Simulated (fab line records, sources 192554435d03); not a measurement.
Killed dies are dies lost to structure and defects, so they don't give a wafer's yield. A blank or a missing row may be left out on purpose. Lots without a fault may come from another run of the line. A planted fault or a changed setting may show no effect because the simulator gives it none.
fab line records | flow n5_finfet
record lots=7 wafers=39
route steps=1938 shown PMOS_HMC_CHANNEL_EPI@74 FIN_SAQP@94 DUMMY_GATE@243 HKMG_FIN@402 MOL_CONTACT_COAG@541
start_h: hours from the record's first day to the start of the lot's first wafer shown | wait_h: hours since the lot's step before | " the same as in the row above | L1.1+2: a row that stands for several wafers | - no value, or no start given | * or withheld: withheld | < > ~ a bound
route shown NAME@n: a module of which the file shows steps, and the number in the route of the first | usual: mean/standard deviation of fault-free wafers | same: alike in all rows | chamber/n: place in a boat | sites: the reading at each site | _std_site: their standard deviation | _edge_site: outer sites' mean less inner sites' | radius_mm: how far each site lies from the wafer's centre | mask NAME#n: copy n | behind: the tool/chamber that last shaped the wafer | hold: why the lot was held/for how many hours/how that ended | device: the transistor (n, p or np) that didn't switch | end of line: the same wafers' tests at the end of the route | a step without rows: its recipe alone | killed: dies lost to structure and defects at the first sort, not the wafer's yield | map: a wafer's dies, x killed, . not, _ none there
set.NAME: the setting as run; set.NAME@STEP: as run at that earlier step | model.NAME: the simulator's own value behind a step, which no gauge read
lots whose settings were changed on purpose; a table a step, a row a wafer
## steps
# step N5_PMOS_HMC_CHANNEL_EPI_FIN_RECESS_16
# recipe chemistry=HBr/Cl2 target=Si mask_material=SiO2 target_depth_a=540 time_s=18 pressure_mtorr=10 icp_w=800 bias_w=75 HBr_flow_sccm=150 Cl2_flow_sccm=80
# columns lot.wafer tool chamber start_h wait_h set.time_s model.etch.depth_nm model.PMOS_HMC_CHANNEL_EPI.feature_depth_nm
L076.1 rie_si-01 3 29.88 0.0 16.82 50.92 50.92
L076.2 " 2 " " 18 53.61 53.61
L076.3 " 0 " " 18 53.38 53.38
L076.4 " 1 " " 16.82 49.53 49.53
L076.5 " 1 " " 16.82 49.52 49.52
L076.6 " 2 " " 18 53.29 53.29
L077.1 rie_si-06 3 35.84 0.0 18 54.16 54.16
L077.2 " 2 " " 19.05 58.17 58.17
L077.3 " 0 " " 19.05 57.92 57.92
L077.4 " 1 " " 18 54.57 54.57
L077.5 " 3 " " 18 54.09 54.09
L077.6 " 2 " " 19.05 58.47 58.47
L078.1 rie_si-06 3 42.19 0.0 18.89 56.5 56.5
L078.2 " 2 " " 18.89 57.48 57.48
L078.3 " 0 " " 18 54.7 54.7
L078.4 " 1 " " 18 53.67 53.67
L078.5 " 2 " " 18.89 57.3 57.3
L078.6 " 3 " " 18 53.51 53.51
L080.1 rie_si-01 2 54.91 0.0 18 54.16 54.16
L080.2 " 0 " " 18 53.92 53.92
L080.3 " 1 " " 18 54.29 54.29
L080.4 " 3 " " 18 54.25 54.25
L080.5 " 3 " " 18 54.86 54.86
L080.6 " 2 " " 18 53.73 53.73
L085.1 rie_si-03 0 83.75 0.0 18 53.35 53.35
L085.3 " 3 " " 18 53.7 53.7
L085.5 " 1 " " 18 54.88 54.88
L088.1 rie_si-06 3 101.79 0.0 18.94 56.9 56.9
L088.2 " 0 " " 18.94 57.67 57.67
L088.3 " 1 " " 18.94 56.85 56.85
L088.4 " 2 " " 18 55.78 55.78
L088.5 " 0 " " 18 54.54 54.54
L088.6 " 1 " " 18 54.13 54.13
L090.1+6 rie_si-01 2 113.92 0.0 18 53.33 53.33
L090.2 " 0 " " 19.05 57.5 57.5
L090.3 " 1 " " 18 53.55 53.55
L090.4 " 3 " " 19.05 57.44 57.44
L090.5 " 1 " " 19.05 56.97 56.97
# step N5_PMOS_HMC_CHANNEL_EPI_PRECLEAN_36
# recipe chemistry=O3/DIW time_s=45 temp_c=22 o3_ppm=10
# step N5_PMOS_HMC_CHANNEL_EPI_PRECLEAN_18
# recipe chemistry=DHF time_s=30 temp_c=25 dilution=withheld
# step N5_PMOS_HMC_CHANNEL_EPI_SRD_39
# recipe dry=ipa_marangoni time_s=30 temp_c=23 rinse_liquid=diw
# step N5_PMOS_HMC_CHANNEL_EPI_CMP_21
# recipe material=SiGe30 post_cmp_clean=alkaline_brush target_thk_nm=54
# step N5_PMOS_HMC_CHANNEL_EPI_THK_MEAS_22
# recipe reads=SiGe30_of_PMOS_HMC_CHANNEL_EPI_EPI_20
# usual HMC_CMP_THK=54.3/0.76
# columns lot.wafer tool chamber start_h wait_h set.time_s@PMOS_HMC_CHANNEL_EPI_FIN_RECESS_16 HMC_CMP_THK[nm]
L076.1 film_metro-01 - 31.83 - 16.82 50.6
L076.2 " - " " 18 53.5
L076.3 " - " " 18 53.6
L076.4 " - " " 16.82 49.5
L076.5 " - " " 16.82 49.4
L076.6 " - " " 18 53.2
L077.1 film_metro-01 - 38.04 - 18 54.0
L077.2 " - " " 19.05 57.6
L077.3 " - " " 19.05 57.8
L077.4 " - " " 18 54.4
L077.5 " - " " 18 54.0
L077.6 " - " " 19.05 57.7
L078.1 film_metro-01 - 44.00 - 18.89 56.6
L078.2 " - " " 18.89 57.8
L078.3 " - " " 18 55.0
L078.4 " - " " 18 53.8
L078.5 " - " " 18.89 57.3
L078.6 " - " " 18 53.8
L080.1 film_metro-02 - 56.71 - 18 54.3
L080.2 " - " " 18 53.8
L080.3 " - " " 18 54.1
L080.4 " - " " 18 54.3
L080.5 " - " " 18 54.9
L080.6 " - " " 18 53.7
L085.1 film_metro-01 - 85.57 - 18 53.2
L085.3 " - " " 18 53.7
L085.5 " - " " 18 55.0
L088.1 film_metro-02 - 103.73 - 18.94 56.9
L088.2 " - " " 18.94 57.7
L088.3 " - " " 18.94 56.9
L088.4 " - " " 18 55.6
L088.5 " - " " 18 54.7
L088.6 " - " " 18 54.3
L090.1 film_metro-01 - 116.12 - 18 53.6
L090.2 " - " " 19.05 57.6
L090.3 " - " " 18 53.8
L090.4 " - " " 19.05 57.7
L090.5 " - " " 19.05 57.2
L090.6 " - " " 18 53.2
# step N5_FIN_SAQP_ALD_61
# recipe material=SiO2 target_thk_a=40 temp_c=300 ald_precursor_family=BDEAS ald_co_reactant=O2-plasma pulse_time_s=1 purge_time_s=2 co_reactant_purge_time_s=2 ald_cycles=43 pressure_torr=2
# columns lot.wafer tool chamber start_h wait_h set.ald_cycles model.SiO2_of_FIN_SAQP_ALD_61.thk_nm
L076.1 ald_sin-04 1 33.39 1.0 43 3.982
L076.2 " 0 " " 43 4.056
L076.3 " 2 " " 43 4.023
L076.4 " 3 " " 43 3.988
L076.5 " 2 " " 43 4.01
L076.6 " 1 " " 43 3.963
L077.1 ald_sin-01 3 39.29 0.7 37 3.406
L077.2 " 0 " " 37 3.446
L077.3 " 1 " " 43 3.979
L077.4 " 2 " " 37 3.448
L077.5 " 3 " " 43 3.965
L077.6 " 2 " " 43 3.983
L078.1 ald_sin-01 3 44.97 0.4 43 4.007
L078.2 " 2 " " 43 3.99
L078.3 " 0 " " 43 3.988
L078.4 " 1 " " 47 4.359
L078.5 " 2 " " 47 4.372
L078.6 " 1 " " 47 4.373
L080.1 ald_sin-01 3 57.87 0.6 43 4.041
L080.2 " 1 " " 43 4.038
L080.3 " 0 " " 49 4.611
L080.4 " 2 " " 49 4.604
L080.5 " 2 " " 49 4.586
L080.6 " 1 " " 43 4.021
L085.1 ald_sin-02 0 87.77 1.6 43 4.005
L085.3 " 2 " " 43 3.974
L085.5 " 2 " " 43 3.962
L088.1 ald_sin-02 3 104.34 0.0 43 4.013
L088.2 " 1 " " 43 4.022
L088.3 " 0 " " 43 3.987
L088.4 " 2 " " 43 3.976
L088.5 " 0 " " 43 4
L088.6 " 1 " " 43 4.021
L090.1 ald_sin-02 0 116.72 0.0 36 3.313
L090.2 " 1 " " 43 3.969
L090.3 " 2 " " 43 3.937
L090.4 " 3 " " 36 3.32
L090.5 " 1 " " 36 3.329
L090.6 " 0 " " 43 3.978
# step N5_DUMMY_GATE_ETCH_31
# recipe chemistry=C4F6/O2 target=SiO2 mask_material=SOC target_depth_a=825 time_s=27.5 ion_energy_ev=250 pressure_mtorr=30 source_w=345 bias_w=185 Ar_flow_sccm=300 C4F6_flow_sccm=10 O2_flow_sccm=10
# columns lot.wafer tool chamber start_h wait_h set.target_depth_a model.etch.depth_nm
L076.1 rie_diel-06 2 60.30 0.0 825 84.38
L076.2 " 3 " " 825 84.28
L076.3 " 0 " " 825 83.04
L076.4 " 1 " " 825 81.68
L076.5 " 0 " " 825 82.9
L076.6 " 3 " " 825 84.53
L077.1 rie_diel-06 2 66.73 0.0 930.8 95.37
L077.2 " 1 " " 825 82.3
L077.3 " 0 " " 825 83.49
L077.4 " 3 " " 930.8 95.35
L077.5 " 0 " " 825 83.27
L077.6 " 3 " " 930.8 95.93
L078.1 rie_diel-06 3 77.48 0.0 825 84.21
L078.2 " 2 " " 869 88.16
L078.3 " 0 " " 869 86.04
L078.4 " 1 " " 825 81.85
L078.5 " 3 " " 869 89.13
L078.6 " 2 " " 825 83.38
L080.1 rie_diel-06 2 87.69 0.0 872.1 87.87
L080.2 " 1 " " 872.1 87.38
L080.3 " 0 " " 872.1 87.18
L080.4 " 3 " " 825 83.77
L080.5 " 0 " " 825 81.91
L080.6 " 1 " " 825 80.93
L085.1 rie_diel-06 2 114.77 0.1 825 84.23
L085.3 " 0 " " 825 83.95
L085.5 " 2 " " 825 84.18
L088.1 rie_diel-01 3 130.17 0.0 825 81.1
L088.2 " 2 " " 825 82.17
L088.3 " 1 " " 900.7 84.74
L088.4 " 2 " " 825 82.62
L088.5 " 1 " " 900.7 85.07
L088.6 " 3 " " 900.7 89.61
L090.1 rie_diel-06 0 144.66 0.0 896 89.35
L090.2 " 2 " " 896 90.89
L090.3 " 3 " " 825 83.29
L090.4 " 1 " " 896 88.82
L090.5 " 3 " " 825 83.08
L090.6 " 2 " " 825 84.44
# step N5_HKMG_FIN_ETCH_54
# recipe chemistry=CF4 target=SiARC target_depth_a=455 mask_material=CAR-ArF time_s=75.8 ion_energy_ev=80 pressure_mtorr=40 source_w=545 bias_w=36 Ar_flow_sccm=100 cf4_flow_sccm=100 ends=cleared
# usual rf_vpp_V=183.4/1.1
# columns lot.wafer tool chamber start_h wait_h set.bias_w rf_vpp_V
L076.1 rie_diel-04 3 86.76 0.0 36 183.1
L076.2 " 0 " " 36 183.4
L076.3 " 1 " " 30.28 164.1
L076.4 " 2 " " 36 182.2
L076.5 " 3 " " 30.28 164.7
L076.6 " 2 " " 30.28 165.4
L077.1 rie_diel-04 0 95.02 0.0 36 182.5
L077.2 " 1 " " 36 184.0
L077.3 " 2 " " 36 184.4
L077.4 " 1 " " 36 183.9
L077.5 " 2 " " 36 182.9
L077.6 " 0 " " 36 182.4
L078.1 rie_diel-02 0 102.10 0.0 36 183.5
L078.2 " 1 " " 36 182.4
L078.3 " 2 " " 36 182.4
L078.4 " 3 " " 36 183.7
L078.5 " 3 " " 36 184.7
L078.6 " 0 " " 36 183.5
L080.1 rie_diel-03 1 112.53 0.0 36 182.4
L080.2 " 0 " " 30.68 165.7
L080.3 " 2 " " 30.68 166.7
L080.4 " 2 " " 36 182.6
L080.5 " 1 " " 30.68 164.0
L080.6 " 0 " " 36 184.2
L085.1 rie_diel-04 1 138.10 0.0 36 182.2
L085.3 " 0 " " 36 181.7
L085.5 " 1 " " 36 185.1
L088.1 rie_diel-02 3 155.13 0.0 36 184.6
L088.2 " 2 " " 36 185.2
L088.3 " 0 " " 36 183.0
L088.4 " 3 " " 36 183.9
L088.5 " 2 " " 36 183.0
L088.6 " 0 " " 36 184.1
L090.1 rie_diel-04 0 168.46 0.0 36 183.0
L090.2 " 3 " " 29.57 160.7
L090.3 " 1 " " 29.57 160.9
L090.4 " 2 " " 36 184.2
L090.5 " 3 " " 29.57 161.6
L090.6 " 2 " " 36 185.2
# step N5_MOL_CONTACT_COAG_IMPLANT_129
# recipe species=Ge energy_kev=3 dose_cm2=6e+14 tilt_deg=0 rotation_deg=0
# columns lot.wafer tool chamber start_h wait_h set.energy_kev model.implant.rp_nm model.implant.drp_nm
L076.1+2+3+4+5+6 implanter-01 0 104.06 0.0 3 6.045 2.134
L077.1+2+6 implanter-01 0 111.01 0.0 3 5.881 2.134
L077.3+4+5 " 0 " " 2.187 4.944 1.756
L078.1+4+5 implanter-01 0 118.50 0.0 3 6.055 2.134
L078.2+3+6 " 0 " " 3.248 6.33 2.242
L080.1+3+4 implanter-01 0 128.53 0.0 2.412 5.528 1.865
L080.2+5+6 " 0 " " 3 6.235 2.134
L085.1+3+5 implanter-01 0 154.15 0.0 3 6.209 2.134
L088.1+4+6 implanter-01 0 171.03 0.0 3 6.202 2.134
L088.2+3+5 " 0 " " 2.477 5.579 1.895
L090.1+4+5 implanter-02 0 186.04 0.0 3 5.931 2.134
L090.2+3+6 " 0 " " 3.297 6.253 2.263
# step N5_MOL_CONTACT_COAG_CVD_140
# recipe material=W target_thk_a=665 mode=selective_fill temp_c=300 time_s=215
# columns lot.wafer tool chamber start_h wait_h set.target_thk_a model.W_of_MOL_CONTACT_COAG_CVD_140.thk_nm
L076.1 cvd_w-01 0 114.48 0.1 665 66.4
L076.2+6 " 1 " " 665 68
L076.3 " 1 " " 665 67.6
L076.4 " 0 " " 665 66
L076.5 " 0 " " 665 65.8
L077.1+5 cvd_w-02 0 121.06 0.1 593.7 58.4
L077.2+3 " 1 " " 665 67.2
L077.4 " 0 " " 593.7 58
L077.6 " 1 " " 665 66.8
L078.1+6 cvd_w-02 0 128.01 0.1 665 65.2
L078.2 " 1 " " 665 67.2
L078.3 " 1 " " 665 67.4
L078.4 " 0 " " 665 65.4
L078.5 " 1 " " 665 68
L080.1 cvd_w-01 1 141.25 0.1 665 68.2
L080.2 " 0 " " 710.7 71
L080.3 " 0 " " 665 66.4
L080.4+5 " 1 " " 710.7 72.6
L080.6 " 0 " " 665 65.4
L085.1 cvd_w-02 0 166.38 0.1 665 66.8
L085.3 " 0 " " 665 66.2
L085.5 " 0 " " 665 66.4
L088.1+3 cvd_w-01 1 182.81 0.1 665 68.2
L088.2 " 0 " " 665 67.2
L088.4 " 0 " " 665 66.2
L088.5 " 0 " " 665 65.8
L088.6 " 1 " " 665 68.4
L090.1 cvd_w-02 1 197.79 0.1 665 66.8
L090.2 " 0 " " 665 65.2
L090.3 " 0 " " 716.6 72
L090.4 " 1 " " 716.6 73
L090.5 " 0 " " 716.6 70.8
L090.6 " 1 " " 665 67.2
## key
split step=N5_PMOS_HMC_CHANNEL_EPI_FIN_RECESS_16 setting=time_s stated=18 by=wafer
response step=N5_PMOS_HMC_CHANNEL_EPI_FIN_RECESS_16 reading=model.etch.depth_nm change=+0.588 per=1% r=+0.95
response step=N5_PMOS_HMC_CHANNEL_EPI_FIN_RECESS_16 reading=model.PMOS_HMC_CHANNEL_EPI.feature_depth_nm change=+0.588 per=1% r=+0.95
response step=N5_PMOS_HMC_CHANNEL_EPI_THK_MEAS_22 reading=HMC_CMP_THK change=+0.58 per=1% r=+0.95
split step=N5_FIN_SAQP_ALD_61 setting=ald_cycles stated=43 by=wafer
response step=N5_FIN_SAQP_ALD_61 reading=model.SiO2_of_FIN_SAQP_ALD_61.thk_nm change=+0.0397 per=1% r=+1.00
split step=N5_DUMMY_GATE_ETCH_31 setting=target_depth_a stated=825 by=wafer
response step=N5_DUMMY_GATE_ETCH_31 reading=model.etch.depth_nm change=+0.806 per=1% r=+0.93
split step=N5_HKMG_FIN_ETCH_54 setting=bias_w stated=36 by=wafer
response step=N5_HKMG_FIN_ETCH_54 reading=rf_vpp_V change=+1.22 per=1% r=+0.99
split step=N5_MOL_CONTACT_COAG_IMPLANT_129 setting=energy_kev stated=3 by=wafer
response step=N5_MOL_CONTACT_COAG_IMPLANT_129 reading=model.implant.rp_nm change=+0.035 per=1% r=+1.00
response step=N5_MOL_CONTACT_COAG_IMPLANT_129 reading=model.implant.drp_nm change=+0.0138 per=1% r=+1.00
split step=N5_MOL_CONTACT_COAG_CVD_140 setting=target_thk_a stated=665 by=wafer
response step=N5_MOL_CONTACT_COAG_CVD_140 reading=model.W_of_MOL_CONTACT_COAG_CVD_140.thk_nm change=+0.784 per=1% r=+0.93
